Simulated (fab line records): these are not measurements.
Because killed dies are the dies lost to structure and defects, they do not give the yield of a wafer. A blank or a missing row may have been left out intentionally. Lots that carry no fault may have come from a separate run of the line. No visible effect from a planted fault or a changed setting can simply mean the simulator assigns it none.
Split-lot trial -- flow n5-finfet -- route with 1938 steps; 7 lots, 21 wafers read

## ON THE SPLIT
At N5_MOL_CONTACT_COAG_COAT_103 (time 60 s, resist thk 80 nm), the setting spin-rpm was moved away from the recipe's 1500 rpm on 7 of the 21 wafers read, by -8.2% to +8.7%. This setting was run at the recipe's value on the other wafers.

## FROM THE SPLIT TO THE READING: what the file shows between them, 12 steps
- N5_MOL_CONTACT_COAG_EXPOSE_05: exposes mask CA, defocus 0 nm (also split here: dose-mj)
- N5_MOL_CONTACT_COAG_PEB_06: peb time 60 s
- N5_MOL_CONTACT_COAG_DEVELOP_07: develop time 30 s
- N5_MOL_CONTACT_COAG_CD_MEAS_08: target cd 28 nm
- N5_MOL_CONTACT_COAG_DESCUM_13: chemistry O2, time 7 s
- N5_MOL_CONTACT_COAG_ETCH_59: etches underlayer in N2/H2, target depth 13 nm, time 10.4 s
- N5_MOL_CONTACT_COAG_ETCH_105: etches SiARC in CF4, target depth 15.6 nm, time 26 s
- N5_MOL_CONTACT_COAG_ETCH_106: etches SOC in N2/H2, target depth 80 nm, overetch 16 nm, time 120 s
- N5_MOL_CONTACT_COAG_STRIP_107: strips in N2/H2
- N5_MOL_CONTACT_COAG_STRIP_108: strips in N2/H2
- N5_MOL_CONTACT_COAG_CONTACT_ETCH_14: etches SiO2 in C4F6/O2, target depth 27.5 nm, overetch 8.5 nm, time 20 s
- N5_MOL_CONTACT_COAG_STRIP_109: strips in C4F6/O2

## THE READING
SOC_of_MOL_CONTACT_COAG_COAT_103.thk-nm (the simulator's own value, which no gauge read), in nm, at N5_MOL_CONTACT_COAG_ETCH_15 (etches SiNx in CH3F/O2, stops on Si:P, target depth 7 nm). There is no usual value for it anywhere in the file. The 14 wafers here that ran the recipe average 75.1 nm, standard deviation 0.21 nm.

wafer,"tool, chamber at the split","spin-rpm as run, rpm",against the recipe,"SOC_of_MOL_CONTACT_COAG_COAT_103.thk-nm, nm",against lot-mates on the recipe
L074.1,"litho-track-05, 0",1458,-2.8%,76.4,+0.8
L074.2,"litho-track-05, 0",1500,recipe,75.6,-
L074.5,"litho-track-05, 0",1458,-2.8%,76.6,+1.0
L076.3,"litho-track-01, 0",1500,recipe,75,-
L076.4,"litho-track-01, 0",1500,recipe,75.2,-
L076.6,"litho-track-01, 0",1500,recipe,75,-
L077.4,"litho-track-05, 0",1500,recipe,75.2,-
L077.5,"litho-track-05, 0",1500,recipe,75,-
L077.6,"litho-track-05, 0",1500,recipe,74.8,-
L078.2,"litho-track-04, 0",1392,-7.2%,78.4,+3.0
L078.3,"litho-track-04, 0",1392,-7.2%,78.6,+3.2
L078.6,"litho-track-04, 0",1500,recipe,75.4,-
L086.1,"litho-track-05, 0",1500,recipe,75,-
L086.2,"litho-track-05, 0",1630,+8.7%,71.8,-3.2
L086.3,"litho-track-05, 0",1630,+8.7%,72.2,-2.8
L087.2,"litho-track-05, 0",1500,recipe,75,-
L087.5,"litho-track-05, 0",1500,recipe,74.8,-
L087.6,"litho-track-05, 0",1377,-8.2%,78.6,+3.7
L091.2,"litho-track-05, 0",1500,recipe,75,-
L091.3,"litho-track-05, 0",1500,recipe,75.2,-
L091.4,"litho-track-05, 0",1500,recipe,75,-

THE FIT
A straight line over all 21 wafers: SOC_of_MOL_CONTACT_COAG_COAT_103.thk-nm changes by -0.41 nm for each +1% of spin-rpm; r = -0.99; the points scatter about the line by 0.28 nm.
The same after taking each lot's own level away (the mean of its wafers on the recipe; 21 wafers): -0.39 nm for each +1%; r = -0.99; scatter 0.22 nm.
The reading moves by 3.4 nm for the largest change in spin-rpm, on that fit.
The span of the lots' own levels, 74.90 to 75.60 nm, comes to 3.3 times the standard deviation stated above.
So the lot-to-lot level changes the slope little: the two slopes agree.
Check: -3.35 nm against its lot-mates is what the line predicts for one of the wafers moved furthest among these (+8.7%) when that wafer is left out of the fit. It came out at -3.2 nm against them.

## THE OTHER SPLITS THESE WAFERS WENT THROUGH
Before the reading, these wafers also passed through other splits. Each is held against what the fit with the lots' levels taken away leaves over:
other split on the same wafers,wafers away from the commonest value,r with SOC_of_MOL_CONTACT_COAG_COAT_103.thk-nm (lot level and that fit taken away)
N5_MOL_CONTACT_COAG_EXPOSE_05 dose-mj,9,+0.12

## THE WHOLE CHAIN: every reading that the file lists as answering this split, in the file's order
step,what it does,reading,change (the file's fit),r (the file's)
N5_MOL_CONTACT_COAG_COAT_103,"time 60 s, resist thk 80 nm","SOC_of_MOL_CONTACT_COAG_COAT_103.thk-nm (the simulator's own value, which no gauge read)",-0.407 nm for each +1% of the setting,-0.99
N5_MOL_CONTACT_COAG_ETCH_106,"etches SOC in N2/H2, target depth 80 nm, overetch 16 nm, time 120 s","etch.depth-nm (the simulator's own value, which no gauge read)",-0.404 nm for each +1% of the setting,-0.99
N5_MOL_CONTACT_COAG_ETCH_15,"etches SiNx in CH3F/O2, stops on Si:P, target depth 7 nm","SOC_of_MOL_CONTACT_COAG_COAT_103.thk-nm (the simulator's own value, which no gauge read)",-0.402 nm for each +1% of the setting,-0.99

## FILE'S OWN FIT
SOC_of_MOL_CONTACT_COAG_COAT_103.thk-nm changes by -0.402 nm for each +1% of spin-rpm, r = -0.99.
